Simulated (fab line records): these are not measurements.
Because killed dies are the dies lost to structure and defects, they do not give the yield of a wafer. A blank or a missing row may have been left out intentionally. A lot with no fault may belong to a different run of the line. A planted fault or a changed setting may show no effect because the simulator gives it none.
Matching of chambers + flow nand-harc + 4 sister chambers for NHARC_A_BLC_STRIP_21 on rie-diel-11
The step strips in O2. 8 wafers are shown with their chamber, then 11 later ones without.

== WAFERS WITH THEIR CHAMBER ==
| wafer  | chamber | showerhead-plenum-p-Torr (Torr) | oes-product-au (a.u.) |
|--------|---------|---------------------------------|-----------------------|
| L076.2 | 1       | 3.53                            | 0.996                 |
| L082.4 | 1       | 3.53                            | 0.989                 |
| L086.2 | 3       | 3.70                            | 0.989                 |
| L086.5 | 0       | 3.44                            | 0.993                 |
| L089.1 | 2       | 3.28                            | 0.998                 |
| L089.3 | 3       | 3.70                            | 0.990                 |
| L089.4 | 0       | 3.43                            | 1.003                 |
| L092.2 | 2       | 3.28                            | 0.998                 |

== WAFERS WITH NO CHAMBER GIVEN ==
| wafer  | showerhead-plenum-p-Torr (Torr) | oes-product-au (a.u.) |
|--------|---------------------------------|-----------------------|
| L092.4 | 3.28                            | 0.985                 |
| L092.6 | 3.70                            | 0.982                 |
| L094.1 | 3.70                            | 0.987                 |
| L094.3 | 3.53                            | 0.990                 |
| L094.4 | 3.53                            | 0.991                 |
| L094.2 | 3.28                            | 0.998                 |
| L094.5 | 3.28                            | 0.994                 |
| L094.6 | 3.70                            | 0.999                 |
| L093.1 | 3.70                            | 0.993                 |
| L093.5 | 3.43                            | 1.006                 |
| L093.6 | 3.53                            | 0.996                 |

== WHICH CHAMBER EACH WENT THROUGH ==
| wafer  | from the rows above | in truth |
|--------|---------------------|----------|
| L092.4 | 2                   | 2        |
| L092.6 | 3                   | 3        |
| L094.1 | 3                   | 3        |
| L094.3 | 1                   | 1        |
| L094.4 | 1                   | 1        |
| L094.2 | 2                   | 2        |
| L094.5 | 2                   | 2        |
| L094.6 | 3                   | 3        |
| L093.1 | 3                   | 3        |
| L093.5 | 0                   | 0        |
| L093.6 | 1                   | 1        |
Correct placement for 11 of the 11. Not placeable from these rows: 0. Number placed wrongly: 0.
How it was worked out, from the rows above alone: a wafer's distance from a chamber is the root of the sum, over the readings, of the square of ((its reading less the chamber's mean) divided by the reading's scatter). If the next closest chamber is less than 2 further off than the closest, the wafer can't be placed; otherwise it belongs to the closest. A chamber's mean is the mean of its shown wafers. The scatter: the root of (the sum of the squares of (reading less its chamber's mean) over the shown wafers, divided by (wafers less chambers)).
